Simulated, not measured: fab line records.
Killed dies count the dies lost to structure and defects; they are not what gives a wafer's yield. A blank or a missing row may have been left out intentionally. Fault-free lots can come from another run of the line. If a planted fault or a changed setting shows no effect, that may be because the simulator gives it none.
fab line records | flow nand_harc | part 2 of 2: steps 33 to 39 of 39
record lots=5 | wafers=15 | last_day=33
route steps=1302 shown A_STAIRCASE@750
lots that met no fault: taken from a fault-free run of the same line
start_h: hours from the record's opening day to when the first of the lot's shown wafers began | wait_h: hours elapsed since this lot's preceding step | " the same as in the row above | L1.1+2: several wafers, shown together as one row | - no value, or no start was given | * or withheld: withheld | < > ~ a bound
route shown NAME@n: names a module that has steps shown in the file, with the first one's number in the route | usual: mean/standard deviation taken from wafers without a fault | same: alike in all rows | chamber/n: place in a boat | sites: the reading at each site | _std_site: standard deviation across them | _edge_site: mean of outer sites minus mean of inner sites | radius_mm: how far each site lies from the wafer's centre | mask NAME#n: copy n | behind: tool/chamber where the wafer was last shaped | hold: reason for holding the lot/hours on hold/outcome of the hold | device: the transistor (n, p or np) that didn't switch | end of line: tests of these same wafers at the route's end | a step without rows: its recipe alone | killed: count of dies lost to structure and defects at first sort (not the wafer's yield) | map: the dies of a wafer, with x for killed, . for not killed, _ for no die there
set.NAME: the run value of the setting; set.NAME@STEP: its run value at that earlier step | model.NAME: the simulator's own value behind a step, which no gauge read
lots at some steps of the route; a table a step, a row a wafer
services: from which hour (start_h, from the record's first day; less than 0 if before it) a tool's chamber was out of use, for how many hours, and why
## steps
# step NHARC_A_STAIRCASE_ETCH_271
# recipe cf4_flow_sccm=100 | chf3_flow_sccm=30 | ar_flow_sccm=0 | rf_w=500 | bias_w=200 | chemistry=CF4/CHF3
# usual chf3_flow_sccm=30.00/0.086 | drypump_motor_current_A=5.6/0.52 | oes_product_au=0.948/0.02 | rf_fwd_power_W=497.2/1.6 | rf_vpp_V=370.2/2.2 | showerhead_plenum_p_Torr=1.56/0.059 | throttle_valve_pct=16.802/0.0099
lot.wafer | tool        | chamber | start_h | wait_h | chf3_flow_sccm | drypump_motor_current_A | oes_product_au | rf_fwd_power_W | rf_hours_counter_h | rf_vpp_V | showerhead_plenum_p_Torr | throttle_valve_pct
L078.1    | rie_diel-08 | 3       | 413.69  | 0.2    | 29.86          | 6.5                     | 0.968          | 496.5          | 9                  | 372.4    | 1.60                     | 16.799
L078.3    | "           | 2       | "       | "      | 30.06          | 5.5                     | 0.938          | 499.0          | 7                  | 374.4    | 1.70                     | 16.819
L078.5    | "           | 3       | "       | "      | 30.05          | 6.4                     | 0.958          | 494.3          | -                  | 370.4    | 1.60                     | 16.807
L079.3    | rie_diel-13 | 2       | 434.27  | 0.1    | 29.97          | 5.2                     | 0.935          | 498.1          | 29                 | 369.4    | 1.54                     | 16.805
L079.5    | "           | 2       | "       | "      | 29.99          | 5.2                     | 0.930          | 497.3          | -                  | 369.4    | 1.54                     | 16.801
L079.6    | "           | 3       | "       | "      | 30.05          | 5.2                     | 0.930          | 494.2          | -                  | 368.3    | 1.51                     | 16.805
L087.2    | rie_diel-05 | 3       | 514.82  | 0.1    | 29.95          | 5.2                     | 0.928          | 496.1          | 32                 | 370.7    | 1.55                     | 16.830
L087.1    | "           | 0       | "       | "      | 29.83          | 5.4                     | 0.929          | 496.9          | 36                 | 369.7    | 1.54                     | 16.812
L087.5    | "           | 2       | "       | "      | 29.92          | 5.0                     | 0.919          | 497.9          | -                  | 369.7    | 1.52                     | 16.798
L091.2    | rie_diel-13 | 1       | 544.70  | 0.1    | 29.95          | 5.3                     | 0.965          | 500.6          | 7                  | 372.7    | 1.66                     | 16.830
L091.6    | "           | 2       | "       | "      | 30.07          | 5.2                     | 0.975          | 495.0          | -                  | 369.9    | 1.53                     | 16.811
L091.5    | "           | 3       | "       | "      | 29.98          | 5.2                     | 0.945          | 498.1          | -                  | 369.6    | 1.50                     | 16.803
L097.1    | rie_diel-08 | 0       | 586.98  | 0.1    | 29.96          | 5.3                     | 0.918          | 497.9          | 14                 | 371.4    | 1.58                     | 16.783
L097.4    | "           | 1       | "       | "      | 30.02          | 6.5                     | 0.925          | 498.0          | 11                 | 367.0    | 1.47                     | 16.803
L097.6    | "           | 2       | "       | "      | 29.79          | 5.6                     | 0.920          | 496.8          | -                  | 375.3    | 1.68                     | 16.801
# step NHARC_A_STAIRCASE_HM_OPEN_457
# recipe o2_flow_sccm=400 | cos_flow_sccm=20 | ar_flow_sccm=0 | rf_w=500 | bias_w=300 | chemistry=O2/COS
# usual drypump_motor_current_A=5.6/0.53 | oes_product_au=0.998/0.007 | rf_fwd_power_W=499.2/1.5 | rf_vpp_V=466.7/2.8 | showerhead_plenum_p_Torr=3.09/0.13 | throttle_valve_pct=28.329/0.0089
lot.wafer | tool        | chamber | start_h | wait_h | drypump_motor_current_A | oes_product_au | rf_fwd_power_W | rf_hours_counter_h | rf_vpp_V | showerhead_plenum_p_Torr | throttle_valve_pct
L078.3    | rie_diel-08 | 3       | -       | -      | 6.5                     | 1.002          | 500.7          | 9                  | 470.0    | 3.18                     | 28.328
L078.1    | "           | 0       | "       | "      | 5.3                     | 1.007          | 497.2          | 10                 | 467.8    | 3.17                     | 28.327
L078.5    | "           | 2       | "       | "      | 5.6                     | 0.994          | 499.0          | -                  | 472.7    | 3.37                     | 28.330
L079.3    | rie_diel-13 | 0       | -       | -      | 6.4                     | 0.989          | 499.8          | 28                 | 464.1    | 3.03                     | 28.336
L079.6    | "           | 0       | "       | "      | 6.4                     | 1.004          | 500.2          | -                  | 466.5    | 3.03                     | 28.318
L079.5    | "           | 1       | "       | "      | 5.3                     | 1.003          | 499.1          | -                  | 471.5    | 3.31                     | 28.339
L087.1    | rie_diel-05 | 3       | -       | -      | 5.3                     | 1.002          | 498.6          | 32                 | 466.7    | 3.08                     | 28.324
L087.2    | "           | 0       | "       | "      | 5.4                     | 0.990          | 497.9          | 36                 | 465.3    | 3.06                     | 28.315
L087.5    | "           | 1       | "       | "      | 5.4                     | 0.994          | 498.2          | -                  | 463.1    | 2.99                     | 28.330
L091.2    | rie_diel-13 | 0       | -       | -      | 6.4                     | 1.002          | 501.3          | 8                  | 464.4    | 3.01                     | 28.326
L091.5    | "           | 3       | "       | "      | 5.3                     | 0.989          | 499.8          | -                  | 464.3    | 2.98                     | 28.333
L091.6    | "           | 0       | "       | "      | 6.4                     | 1.001          | 500.7          | -                  | 464.2    | 3.01                     | 28.334
L097.1    | rie_diel-08 | 1       | -       | -      | 6.5                     | 0.997          | 497.6          | 11                 | 462.8    | 2.92                     | 28.333
L097.4    | "           | 0       | "       | "      | 5.3                     | 1.001          | 500.7          | 14                 | 467.5    | 3.14                     | 28.320
L097.6    | "           | 1       | "       | "      | 6.5                     | 0.993          | 499.5          | -                  | 463.3    | 2.92                     | 28.336
# step NHARC_A_STAIRCASE_STRIP_458
# recipe o2_flow_sccm=400 | cos_flow_sccm=20 | ar_flow_sccm=0 | bias_w=0 | chemistry=O2/COS
lot.wafer  | tool        | chamber | start_h | wait_h
L078.3+1+5 | rie_diel-08 | 3,2,0   | -       | -
L079.3+5+6 | rie_diel-13 | 2,2,3   | -       | -
L087.2+1+5 | rie_diel-05 | 1,2,0   | -       | -
L091.2+5+6 | rie_diel-13 | 0,3,0   | -       | -
L097.1+4+6 | rie_diel-08 | 0,2,0   | -       | -
# step NHARC_A_STAIRCASE_ETCH_451
# recipe target_depth_a=300 | overetch_a=30 | time_s=16.5 | ion_energy_ev=100 | cf4_flow_sccm=80 | o2_flow_sccm=20 | ar_flow_sccm=0 | rf_w=300 | bias_w=100 | chemistry=CF4/O2
# usual drypump_motor_current_A=5.6/0.53 | oes_o_777_au=1.000/0.0046 | oes_product_au=0.999/0.0066 | rf_fwd_power_W=294.7/1.5 | rf_vpp_V=197.6/1.3 | showerhead_plenum_p_Torr=1.32/0.055 | throttle_valve_pct=13.397/0.0089
lot.wafer | tool        | chamber | start_h | wait_h | drypump_motor_current_A | oes_o_777_au | oes_product_au | rf_fwd_power_W | rf_hours_counter_h | rf_vpp_V | showerhead_plenum_p_Torr | throttle_valve_pct
L078.1    | rie_diel-08 | 3       | -       | -      | 6.4                     | 0.993        | 0.993          | 293.3          | 9                  | 197.0    | 1.36                     | 13.397
L078.3    | "           | 0       | "       | "      | 5.3                     | 0.999        | 1.010          | 293.0          | 10                 | 197.7    | 1.36                     | 13.412
L078.5    | "           | 2       | "       | "      | 5.6                     | 0.998        | 0.992          | 295.7          | -                  | 200.3    | 1.44                     | 13.407
L079.3    | rie_diel-13 | 2       | -       | -      | 5.2                     | 0.997        | 1.003          | 294.2          | 29                 | 196.4    | 1.31                     | 13.408
L079.5    | "           | 3       | "       | "      | 5.2                     | 0.997        | 1.002          | 295.0          | -                  | 196.5    | 1.28                     | 13.404
L079.6    | "           | 0       | "       | "      | 6.4                     | 1.005        | 1.001          | 293.8          | -                  | 198.8    | 1.29                     | 13.389
L087.2    | rie_diel-05 | 3       | -       | -      | 5.2                     | 0.998        | 1.002          | 296.0          | 32                 | 197.4    | 1.32                     | 13.394
L087.1    | "           | 2       | "       | "      | 5.0                     | 1.007        | 1.001          | 295.0          | 32                 | 197.2    | 1.29                     | 13.406
L087.5    | "           | 3       | "       | "      | 5.2                     | 1.002        | 1.001          | 295.8          | -                  | 197.2    | 1.32                     | 13.407
L091.2    | rie_diel-13 | 0       | -       | -      | 6.4                     | 0.999        | 0.992          | 294.8          | 8                  | 197.8    | 1.29                     | 13.398
L091.6    | "           | 2       | "       | "      | 5.2                     | 1.000        | 0.991          | 294.5          | -                  | 197.0    | 1.30                     | 13.384
L091.5    | "           | 3       | "       | "      | 5.2                     | 0.997        | 0.985          | 295.2          | -                  | 195.4    | 1.27                     | 13.396
L097.1    | rie_diel-08 | 3       | -       | -      | 6.5                     | 0.999        | 0.993          | 292.1          | 15                 | 197.4    | 1.35                     | 13.398
L097.4    | "           | 1       | "       | "      | 6.5                     | 1.001        | 1.006          | 296.1          | 11                 | 195.9    | 1.25                     | 13.388
L097.6    | "           | 3       | "       | "      | 6.5                     | 1.000        | 0.991          | 291.2          | -                  | 197.4    | 1.35                     | 13.386
# step NHARC_A_STAIRCASE_ETCH_273
# recipe target_depth_a=1.02e+05 | time_s=2468.6 | ion_energy_ev=800 | c4f8_flow_sccm=80 | o2_flow_sccm=60 | ar_flow_sccm=withheld | rf_w=600 | bias_w=3000 | chemistry=C4F8/O2/Ar
# usual oes_product_au=0.936/0.01 | rf_fwd_power_W=599.4/1.8 | rf_vpp_V=1825/10
lot.wafer | tool        | chamber | start_h | wait_h | oes_product_au | rf_fwd_power_W | rf_hours_counter_h | rf_vpp_V
L078.1    | rie_diel-08 | 2       | -       | -      | 0.931          | 597.3          | 8                  | 1848
L078.3    | "           | 3       | "       | "      | 0.924          | 600.9          | 9                  | 1833
L078.5    | "           | 2       | "       | "      | 0.936          | 600.3          | -                  | 1847
L079.3    | rie_diel-13 | 3       | -       | -      | 0.939          | 596.2          | 31                 | 1818
L079.6    | "           | 3       | "       | "      | 0.935          | 594.4          | -                  | 1817
L079.5    | "           | 0       | "       | "      | 0.935          | 599.5          | -                  | 1820
L087.1    | rie_diel-05 | 2       | -       | -      | 0.942          | 596.5          | 32                 | 1817
L087.2    | "           | 3       | "       | "      | 0.938          | 601.4          | 32                 | 1825
L087.5    | "           | 2       | "       | "      | 0.938          | 598.4          | -                  | 1817
L091.2    | rie_diel-13 | 2       | -       | -      | 0.954          | 600.7          | 9                  | 1821
L091.5    | "           | 1       | "       | "      | 0.960          | 594.9          | -                  | 1841
L091.6    | "           | 2       | "       | "      | 0.954          | 598.3          | -                  | 1817
L097.1    | rie_diel-08 | 3       | -       | -      | 0.927          | 602.5          | 15                 | 1829
L097.4    | "           | 1       | "       | "      | 0.923          | 599.9          | 12                 | 1810
L097.6    | "           | 3       | "       | "      | 0.921          | 602.4          | -                  | 1831
# step NHARC_A_STAIRCASE_STRIP_274
# recipe o2_flow_sccm=500 | ar_flow_sccm=0 | bias_w=0 | chemistry=O2
# usual drypump_motor_current_A=5.6/0.51 | oes_product_au=0.999/0.0074 | rf_vpp_V=57.7/0.89 | showerhead_plenum_p_Torr=3.51/0.14 | throttle_valve_pct=17.036/0.0089
lot.wafer | tool        | chamber | start_h | wait_h | drypump_motor_current_A | oes_product_au | rf_hours_counter_h | rf_vpp_V | showerhead_plenum_p_Torr | throttle_valve_pct
L078.3    | rie_diel-08 | 3       | -       | -      | 6.5                     | 1.001          | 10                 | 58.3     | 3.59                     | 17.048
L078.1    | "           | 0       | "       | "      | 5.3                     | 1.000          | 11                 | 58.3     | 3.58                     | 17.037
L078.5    | "           | 3       | "       | "      | 6.5                     | 0.990          | -                  | 56.1     | 3.59                     | 17.045
L079.3    | rie_diel-13 | 1       | -       | -      | 5.3                     | 0.996          | 27                 | 59.5     | 3.74                     | 17.036
L079.5    | "           | 2       | "       | "      | 5.2                     | 0.992          | -                  | 57.4     | 3.45                     | 17.045
L079.6    | "           | 3       | "       | "      | 5.2                     | 0.988          | -                  | 57.3     | 3.39                     | 17.051
L087.1    | rie_diel-05 | 1       | -       | -      | 5.5                     | 1.006          | 37                 | 56.0     | 3.38                     | 17.031
L087.2    | "           | 3       | "       | "      | 5.2                     | 1.008          | 33                 | 56.9     | 3.48                     | 17.043
L087.5    | "           | 0       | "       | "      | 5.4                     | 1.010          | -                  | 56.7     | 3.46                     | 17.046
L091.2    | rie_diel-13 | 1       | -       | -      | 5.3                     | 0.988          | 9                  | 59.2     | 3.71                     | 17.048
L091.6    | "           | 2       | "       | "      | 5.3                     | 0.990          | -                  | 56.5     | 3.43                     | 17.033
L091.5    | "           | 3       | "       | "      | 5.2                     | 0.998          | -                  | 57.3     | 3.37                     | 17.049
L097.1    | rie_diel-08 | 0       | -       | -      | 5.3                     | 0.998          | 14                 | 58.3     | 3.55                     | 17.030
L097.6    | "           | 3       | "       | "      | 6.5                     | 1.004          | -                  | 57.8     | 3.56                     | 17.053
L097.4    | "           | 0       | "       | "      | 5.3                     | 0.998          | -                  | 56.9     | 3.55                     | 17.018
# step NHARC_A_STAIRCASE_STRIP_275
# recipe time_s=900 | temp_c=130 | chemistry=SPM
lot.wafer  | tool         | chamber | start_h | wait_h
L078.5+1+3 | wet_bench-01 | 3,4,5   | 416.42  | -
L079.6+3+5 | wet_bench-06 | 4,5,1   | 436.68  | -
L087.2+5+1 | wet_bench-01 | 2,4,6   | 517.42  | -
L091.2+5+6 | wet_bench-01 | 3,4,6   | 547.10  | -
L097.6+1+4 | wet_bench-04 | 7,0,1   | 589.46  | -
## services
tool            | chamber | start_h | hours | kind
rie_diel-05     | -       | 392.48  | 0.6   | repair
krf_scanner-03  | -       | 396.00  | 4.0   | pm
wet_bench-04    | -       | 403.27  | 8.0   | pm
rie_diel-05     | -       | 404.84  | 0.2   | repair
rie_diel-05     | -       | 406.60  | 9.0   | pm
litho_track-07  | -       | 426.00  | 7.0   | pm
plasma_asher-02 | -       | 427.07  | 9.0   | pm
krf_scanner-02  | -       | 430.34  | 0.4   | repair
krf_scanner-02  | -       | 438.00  | 4.0   | pm
rie_diel-13     | -       | 440.58  | 1.6   | repair
litho_track-03  | -       | 450.00  | 7.0   | pm
wet_bench-01    | -       | 453.60  | 8.0   | pm
rie_diel-13     | 0       | 459.08  | 2.6   | repair
wet_bench-01    | -       | 468.91  | 3.0   | repair
litho_track-05  | -       | 474.00  | 7.0   | pm
wet_bench-04    | -       | 486.26  | 10.6  | repair
plasma_asher-01 | -       | 519.58  | 9.0   | pm
rie_diel-13     | -       | 520.02  | 9.0   | pm
krf_scanner-04  | -       | 526.00  | 4.0   | pm
krf_scanner-04  | -       | 538.84  | 0.9   | repair
rie_diel-08     | -       | 544.82  | 9.0   | pm
wet_bench-06    | -       | 545.60  | 8.0   | pm
wet_bench-04    | -       | 579.27  | 8.0   | pm
rie_diel-05     | -       | 583.60  | 9.0   | pm
